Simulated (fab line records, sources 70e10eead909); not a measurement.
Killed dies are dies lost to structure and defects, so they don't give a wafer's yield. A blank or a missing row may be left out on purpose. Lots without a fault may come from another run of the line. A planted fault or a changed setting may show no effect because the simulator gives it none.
Chamber matching | flow nand_harc | NHARC_A_WL_FILL_ETCHBACK_26 on rie_si-03: 4 sister chambers
The step etches the open film in HBr, target depth 52 nm, time 13.3 s. 18 wafers are shown with their chamber, then 9 later ones without.

WAFERS WITH THEIR CHAMBER
wafer  | chamber | he_backside_leak_sccm (sccm) | hbr_flow_sccm (sccm) | oes_product_au (a.u.)
L075.2 | 0       | 2.44                         | 149.9                | 1.000
L075.3 | 3       | 2.41                         | 150.2                | 1.006
L075.6 | 2       | 2.78                         | 149.7                | 1.001
L077.1 | 0       | 2.52                         | 150.2                | 1.012
L077.2 | 3       | 2.38                         | 150.0                | 1.011
L077.5 | 2       | 2.78                         | 149.9                | 0.999
L081.3 | 1       | 2.48                         | 150.1                | 0.992
L081.5 | 2       | 2.69                         | 149.6                | 1.001
L081.6 | 1       | 2.46                         | 150.2                | 1.002
L084.1 | 3       | 2.94                         | 150.5                | 0.996
L084.5 | 0       | 2.46                         | 149.7                | 0.997
L084.6 | 1       | 2.55                         | 150.1                | 0.995
L086.3 | 0       | 2.50                         | 149.2                | 1.001
L086.4 | 2       | 2.59                         | 151.2                | 0.990
L086.6 | 1       | 2.47                         | 149.9                | 1.008
L087.3 | 1       | 2.53                         | 149.8                | 0.999
L087.4 | 3       | 2.39                         | 150.3                | 0.996
L087.6 | 2       | 2.64                         | 149.8                | 0.976

SIGNATURES (means of the wafers above)
reading               | chamber 0 | chamber 1 | chamber 2 | chamber 3 | scatter within a chamber
he_backside_leak_sccm | 2.4800    | 2.4980    | 2.6960    | 2.5300    | 0.137
hbr_flow_sccm         | 149.750   | 150.020   | 150.040   | 150.250   | 0.423
oes_product_au        | 1.00250   | 0.99920   | 0.99340   | 1.00225   | 0.00808
Rule: a wafer's distance from a chamber is the root of the sum, over the readings, of the square of ((its reading less the chamber's mean) divided by the reading's scatter). The wafer belongs to the nearest chamber; if the next one is less than 2 further off, it can't be placed. The scatter: the root of (the sum of the squares of (reading less its chamber's mean) over the shown wafers, divided by (wafers less chambers)).

WAFERS WITHOUT THEIR CHAMBER
wafer  | he_backside_leak_sccm (sccm) | hbr_flow_sccm (sccm) | oes_product_au (a.u.)
L090.2 | 2.45                         | 150.7                | 0.994
L090.5 | 2.72                         | 150.1                | 1.000
L090.6 | 2.43                         | 149.5                | 1.011
L097.1 | 2.40                         | 150.0                | 1.003
L097.3 | 2.43                         | 149.5                | 1.012
L097.5 | 2.50                         | 149.9                | 1.014
L094.1 | 2.89                         | 150.3                | 1.005
L094.3 | 2.42                         | 150.5                | 1.000
L094.5 | 2.49                         | 149.8                | 1.005

WHICH CHAMBER EACH WENT THROUGH
wafer  | from the rows above               | in truth
L090.2 | can't be placed: 3 or 1 or 2 or 0 | 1
L090.5 | can't be placed: 2 or 3 or 1 or 0 | 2
L090.6 | can't be placed: 0 or 1 or 3 or 2 | 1
L097.1 | can't be placed: 0 or 1 or 3 or 2 | 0
L097.3 | can't be placed: 0 or 1 or 3 or 2 | 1
L097.5 | can't be placed: 0 or 3 or 1 or 2 | 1
L094.1 | can't be placed: 2 or 3 or 1 or 0 | 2
L094.3 | can't be placed: 3 or 1 or 0 or 2 | 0
L094.5 | can't be placed: 0 or 1 or 3 or 2 | 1
Placed correctly: 0 of 9. Can't be placed from these rows: 9 (the true chamber is among the candidates in 9). Placed wrongly: 0.
